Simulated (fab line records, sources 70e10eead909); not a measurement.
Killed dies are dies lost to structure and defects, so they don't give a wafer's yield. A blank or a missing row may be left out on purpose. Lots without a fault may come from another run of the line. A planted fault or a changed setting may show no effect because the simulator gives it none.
Which tool did it? | flow nand_harc | 6 lots, 18 wafers sampled, at 3 steps of a route of 1302

WHAT THE GAUGES READ, wafer by wafer
NHARC_END_SORT_01.
lot  | measured     | on        | killed_at_array
L703 | day 25 13:01 | prober-01 | 45 47 44
L709 | day 27 16:50 | prober-01 | 60 77 62
L712 | day 28 22:01 | prober-01 | 17 19 21

WHICH TOOL RAN EACH LOT (tool, then ch and the chambers of the sampled wafers, then the start)
lot  | NHARC_A_CHANNEL_HOLE_D2_DEP_01  | NHARC_THIN_TSV_ETCH_59
L703 | pecvd-03 ch 1,2, day 14 05:32   | rie_metal-02 ch 0,1, day 24 18:49
L705 | pecvd-03 ch 0,1,2, day 15 06:53 | rie_metal-02 ch 0,1, day 26 14:45
L709 | pecvd-02 ch 1,2, day 16 07:22   | rie_metal-03 ch 0,1, day 27 08:52
L712 | pecvd-03 ch 0,1, day 17 14:00   | rie_metal-01 ch 0,1, day 28 13:56
L720 | pecvd-02 ch 0,2, day 20 20:39   | rie_metal-01 ch 0,1, day 32 18:41
L724 | pecvd-03 ch 0,1,2, day 22 12:34 | rie_metal-01 ch 0,1, day 33 05:18
- NHARC_A_CHANNEL_HOLE_D2_DEP_01: deposits SiON, target thk 140 nm.
- NHARC_THIN_TSV_ETCH_59: etches the open film in Cl2/BCl3, target depth 880 nm, time 138.1 s.

THE ANSWER, worked out from the rows above alone
Rule: what is usual is taken from the lots themselves. Put in order of their means at a reading, lots are off if they are a third of the lots or fewer, leave a main group of 4 or more, and stand apart from it by a gap of 3 or more times the standard deviation of the main group's means; of several such gaps the widest counts. A main group whose means are all the same, to the digits that the tables above print for the reading, isn't used. A lot without any number at a reading at which 4 lots or more have one is off too. The other lots that the step has rows for count as sound.
No lot is off at any reading shown: from this, nothing can be told.

WHAT THE SIMULATOR HAD PUT IN
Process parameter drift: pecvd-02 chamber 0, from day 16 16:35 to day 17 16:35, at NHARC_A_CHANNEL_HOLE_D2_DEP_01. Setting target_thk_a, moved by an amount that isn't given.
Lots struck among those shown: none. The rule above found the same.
